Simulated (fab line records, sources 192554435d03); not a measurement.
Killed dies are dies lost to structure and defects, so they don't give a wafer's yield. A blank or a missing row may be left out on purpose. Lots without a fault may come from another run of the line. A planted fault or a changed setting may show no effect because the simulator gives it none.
Which tool did it? | flow n5_finfet | 7 lots, 21 wafers sampled, at 6 steps of a route of 1938

WHAT THE GAUGES READ, wafer by wafer
N5_BEOL_M4_RC_MEAS_101.
lot  | measured     | on        | DIBL_N (mV/V)
L485 | day 9 01:20  | prober-01 | 31.6 33.5 37.1
L492 | day 10 16:56 | prober-02 | 35.4 40.4 37.8
L503 | day 13 22:55 | prober-02 | 32.6 34.8 34.6
L504 | day 14 02:04 | prober-02 | 34.9 38.4 34.8

WHICH TOOL RAN EACH LOT (tool, then ch and the chambers of the sampled wafers, then the start)
lot  | N5_BEOL_M3_ETCH_64                 | N5_BEOL_M3_ETCH_70                 | N5_BEOL_M3_VIA_ETCH_34             | N5_BEOL_M3_TRENCH_ETCH_37                     | N5_BEOL_M3_ETCH_41
L485 | rie_diel-01 ch 0,3, day 7 22:14    | rie_diel-03 ch 0,1,2, day 8 00:13  | rie_diel-03 ch 0,1,2, day 8 00:19  | rie_diel-03 ch 0,1,2, day 9 01:20 or earlier  | rie_diel-03 ch 0,1,2, day 9 01:20 or earlier
L492 | rie_diel-03 ch 0,1, day 9 20:01    | rie_diel-01 ch 0,1,2, day 9 22:22  | rie_diel-01 ch 0,1,2, day 9 22:28  | rie_diel-01 ch 0,1,2, day 10 16:56 or earlier | rie_diel-01 ch 0,1,2, day 10 16:56 or earlier
L498 | rie_diel-03 ch 0,3, day 11 01:08   | rie_diel-03 ch 0,3, day 11 11:49   | rie_diel-03 ch 0,3, day 11 11:55   | rie_diel-03 ch 0,3, day 16 20:55 or earlier   | rie_diel-03 ch 0,3, day 16 20:55 or earlier
L499 | rie_diel-03 ch 1,2,3, day 11 13:30 | rie_diel-01 ch 0,1,2, day 11 14:59 | rie_diel-01 ch 0,1,2, day 11 15:05 | rie_diel-01 ch 0,1,2, day 17 16:54 or earlier | rie_diel-01 ch 0,1,2, day 17 16:54 or earlier
L500 | rie_diel-01 ch 0,1,3, day 11 16:20 | rie_diel-01 ch 2,3, day 11 20:58   | rie_diel-01 ch 2,3, day 11 21:04   | rie_diel-01 ch 2,3, day 17 15:13 or earlier   | rie_diel-01 ch 2,3, day 17 15:13 or earlier
L503 | rie_diel-03 ch 0,3, day 12 07:33   | rie_diel-01 ch 0,3, day 13 04:31   | rie_diel-01 ch 0,3, day 13 04:37   | rie_diel-01 ch 0,3, day 13 22:55 or earlier   | rie_diel-01 ch 0,3, day 13 22:55 or earlier
L504 | rie_diel-01 ch 2,3, day 12 21:13   | rie_diel-04 ch 1,2, day 13 07:40   | rie_diel-04 ch 1,2, day 13 07:46   | rie_diel-04 ch 1,2, day 14 02:04 or earlier   | rie_diel-04 ch 1,2, day 14 02:04 or earlier
- N5_BEOL_M3_ETCH_64: etches SOC in N2/H2, target depth 75 nm, overetch 15 nm, time 112.5 s.
- N5_BEOL_M3_ETCH_70: etches SOC in N2/H2, target depth 80 nm, overetch 16 nm, time 120 s.
- N5_BEOL_M3_VIA_ETCH_34: etches the open film in C4F6/O2, target depth 69.4 nm, time 65.9 s.
- N5_BEOL_M3_TRENCH_ETCH_37: etches SiOC in C4F6/O2, target depth 55.555 nm, time 29.2 s.
- N5_BEOL_M3_ETCH_41: etches SiCN in CH3F/O2, target depth 29.9 nm, time 52.5 s.

THE ANSWER, worked out from the rows above alone
Rule: what is usual is taken from the lots themselves. Put in order of their means at a reading, lots are off if they are a third of the lots or fewer, leave a main group of 4 or more, and stand apart from it by a gap of 3 or more times the standard deviation of the main group's means; of several such gaps the widest counts. A main group whose means are all the same, to the digits that the tables above print for the reading, isn't used. A lot without any number at a reading at which 4 lots or more have one is off too. The other lots that the step has rows for count as sound.
No lot is off at any reading shown: from this, nothing can be told.

WHAT THE SIMULATOR HAD PUT IN
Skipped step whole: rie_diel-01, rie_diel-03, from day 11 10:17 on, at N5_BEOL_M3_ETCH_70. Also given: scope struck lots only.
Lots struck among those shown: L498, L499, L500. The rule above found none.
